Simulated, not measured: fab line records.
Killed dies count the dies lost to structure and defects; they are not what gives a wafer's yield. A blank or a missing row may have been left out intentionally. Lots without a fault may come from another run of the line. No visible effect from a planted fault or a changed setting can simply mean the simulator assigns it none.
Check for tools in common    flow n5-finfet    Lots sampled 10, wafers sampled 24

== REASON FOR OPENING ==
On 2 of the 10 lots, a flag is raised at N5_BEOL_M3_INSPECT_30 on the reading raw-defect-count. No-fault wafers: 383, standard deviation 93.
Rule: flag the lot when none of its wafers has a number, or when each of its wafers that has one lies beyond 4 standard deviations from that mean. As for the other lots, they are considered sound.

lot   measured      on                 raw-defect-count, wafer by wafer  flag
L900  day 7 02:29   defect-inspect-01  441 506                           
L908  day 9 06:16   defect-inspect-02  1198 1092 1292                    FLAGGED
L910  day 9 13:38   defect-inspect-02  1345 1355 1347                    FLAGGED
L916  day 11 17:15  defect-inspect-01  420 385 447                       
L917  day 12 00:07  defect-inspect-02  679 504                           
L921  day 12 15:26  defect-inspect-01  436 353                           
L919  day 12 19:31  defect-inspect-01  528 382                           
L923  day 13 01:10  defect-inspect-01  312 417                           
L920  day 13 02:55  defect-inspect-02  348 373                           
L922  day 13 07:51  defect-inspect-02  380 326 360                       
The mean of the flagged lots' numbers is 1272, +888 from the usual (+10 standard deviations).

== EACH LOT AND THE TOOL IT RAN ON ==
The record holds 1 process step before the reading, out of a route of 1938 steps. Each cell gives the tool, then ch followed by the chambers the sampled wafers passed through, then the start.
lot   flag     N5_BEOL_M3_ETCH_64
L900           rie-diel-03 ch 0,2, day 7 01:34
L908  FLAGGED  rie-diel-02 ch 0,1,3, day 9 05:23
L910  FLAGGED  rie-diel-02 ch 1,3, day 9 12:38
L916           rie-diel-03 ch 0,1,2, day 11 16:16
L917           rie-diel-03 ch 0,2, day 11 23:22
L921           rie-diel-02 ch 0,2, day 12 14:33
L919           rie-diel-01 ch 2, day 12 18:34
L923           rie-diel-02 ch 0,3, day 13 00:17
L920           rie-diel-01 ch 0,3, day 13 02:09
L922           rie-diel-03 ch 0,1,3, day 13 07:05
What these steps do:
- N5_BEOL_M3_ETCH_64: etches SOC in N2/H2, target depth 75 nm, overetch 15 nm, time 112.5 s.
- N5_BEOL_M3_INSPECT_30: inspects for defects (brightfield).

== FLAGGED AGAINST TOTAL, ONE TOOL AT A TIME (gauges that did the reading follow at the end) ==
step                   tool               lots run  flagged  share of the flagged lots  sound lots run after its first flagged lot
N5_BEOL_M3_ETCH_64     rie-diel-01        2         0        none                       -
N5_BEOL_M3_ETCH_64     rie-diel-02        4         2        all                        2 (L921,L923)
N5_BEOL_M3_ETCH_64     rie-diel-03        4         0        none                       -
N5_BEOL_M3_INSPECT_30  defect-inspect-01  5         0        none                       -
N5_BEOL_M3_INSPECT_30  defect-inspect-02  5         2        all                        3 (L917,L920,L922)

== WHAT THE TABLE PERMITS ==
2 rows of the table ran every flagged lot: rie-diel-02 at N5_BEOL_M3_ETCH_64, defect-inspect-02 at N5_BEOL_M3_INSPECT_30.
- rie-diel-02 at N5_BEOL_M3_ETCH_64 ran 4 lots, 2 of them flagged. Sound lots followed the first flagged one (L921, L923) on it, something a lasting fault affecting the whole tool could not allow.
- defect-inspect-02 at N5_BEOL_M3_INSPECT_30 ran 5 lots, 2 of them flagged. Sound lots followed the first flagged one (L917, L920, L922) on it, something a lasting fault affecting the whole tool could not allow.
Every row of the table either missed a flagged lot or ran a sound lot after the first.

== WHAT HAD BEEN PUT IN BY THE SIMULATOR ==
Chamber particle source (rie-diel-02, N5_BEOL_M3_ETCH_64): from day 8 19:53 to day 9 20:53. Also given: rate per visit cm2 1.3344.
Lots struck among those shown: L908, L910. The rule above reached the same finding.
